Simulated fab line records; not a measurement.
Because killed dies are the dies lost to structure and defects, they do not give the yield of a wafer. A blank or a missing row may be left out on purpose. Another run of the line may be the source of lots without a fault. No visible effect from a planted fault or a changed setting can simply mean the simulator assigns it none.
Struck lot and sound lot, side by side / flow nand-harc / 15 steps out of a route of 1302
Sound: wafers L715.2, L715.4, L715.5. Struck: wafer L734.3. (L734.2, L734.6 of the same lot were not struck and are left out.) The cause comes at the end.
At each step with rows: each side's tool, then ch and its chambers, then its first start. Under that, the readings that differ: sound wafers / struck wafers / difference of the means / sigmas: that difference in standard deviations of wafers without a fault.
alike: same words and numbers on both sides, and readings whose means sit less than 2 such deviations apart. not compared: any withheld reading, any reading some wafer has no value for, any bound like >300 that may hide the same value, and any number with overlapping values for which the record gives no deviation.
A row with sigmas, a row that says differs or no value, or rows on one side alone: a step with any of these is where the two part. When numbers do not overlap yet have no deviation, they are printed without sigmas and do not part them. Lack of a reading on every wafer of one side parts them only where that side has two or more wafers.

first, 8 steps without rows for these wafers: NHARC_A_CONTACT_COAT_34 (time 75 s); NHARC_A_CONTACT_COAT_35 (time 65 s); NHARC_A_CONTACT_COAT_36 (resist thk 90 nm); NHARC_A_CONTACT_SOFTBAKE_37 (time 55 s); NHARC_A_CONTACT_EBR_38; NHARC_A_CONTACT_EXPOSE_39 (exposes mask A CC 3); NHARC_A_CONTACT_PEB_40 (peb time 65 s); NHARC_A_CONTACT_DEVELOP_41 (develop time 35 s).
NHARC_A_CONTACT_CD_MEAS_42: the cd target is 300 nm.
  sound on cd-sem-01 ch 0, day 21 21:25; struck on cd-sem-03 ch 0, day 30 09:41
  alike: cd-nm
NHARC_A_CONTACT_OVL_MEAS_43:
  sound: overlay-01 at day 21 21:31; struck: overlay-02 at day 30 09:47
  alike: overlay-x-nm, overlay-y-nm
NHARC_A_CONTACT_INSPECT_44:
  sound: defect-inspect-02 at day 21 21:32; struck: defect-inspect-02 at day 30 09:49
  alike: raw-defect-count
NHARC_A_CONTACT_DESCUM_47: chemistry O2, time 3 s.
  sound on rie-diel-06 ch 0,3, day 21 21:37; struck on rie-diel-06 ch 2, day 30 09:53
reading=showerhead-plenum-p-Torr (Torr); sound=1.90 1.95 1.95; struck=1.79; difference=-0.14; sigmas=-2
  alike: chamber-pressure-mTorr, drypump-motor-current-A, mfc-ar-sccm, o2-flow-sccm, oes-product-au, rf-vpp-V, throttle-valve-pct
  not compared: rf-hours-counter-h
NHARC_A_CONTACT_ETCH_48: etches the open film in CF4, target depth 39 nm, time 65 s.
  sound on rie-diel-06 ch 0,2,3, day 21 21:42; struck on rie-diel-06 ch 0, day 30 09:58
reading=run-length-s (s); sound=85.8 87.1 86.2; struck=69.0; difference=-17.4; sigmas=-39
  alike: chamber-pressure-mTorr, drypump-motor-current-A, mfc-ar-sccm, oes-product-au, rf-vpp-V, showerhead-plenum-p-Torr, throttle-valve-pct
  not compared: rf-hours-counter-h
NHARC_A_CONTACT_ETCH_49: etches the open film in N2/H2, target depth 260 nm, time 475.3 s.
  sound on rie-diel-06 ch 0,2; struck on rie-diel-06 ch 3
reading=run-length-s (s); sound=496.7 497.3 497.2; struck=495.8; difference=-1.3; sigmas=-3
  alike: chamber-pressure-mTorr, drypump-motor-current-A, mfc-ar-sccm, oes-product-au, rf-vpp-V, showerhead-plenum-p-Torr, throttle-valve-pct
  not compared: rf-hours-counter-h
-- record jumps: 3 days between struck wafers' starts before vs after; left off in module A_CONTACT, resumes in module END, first step shown is number 1302 of the route --
NHARC_END_SORT_01:
  the record has rows for the struck wafers here (prober-02 ch 0, day 33 12:26) and none for the sound ones

== WHERE THEY PART ==
Last at NHARC_END_SORT_01 as far as this record goes, first at NHARC_A_CONTACT_DESCUM_47.

WHY: what the simulator had put in
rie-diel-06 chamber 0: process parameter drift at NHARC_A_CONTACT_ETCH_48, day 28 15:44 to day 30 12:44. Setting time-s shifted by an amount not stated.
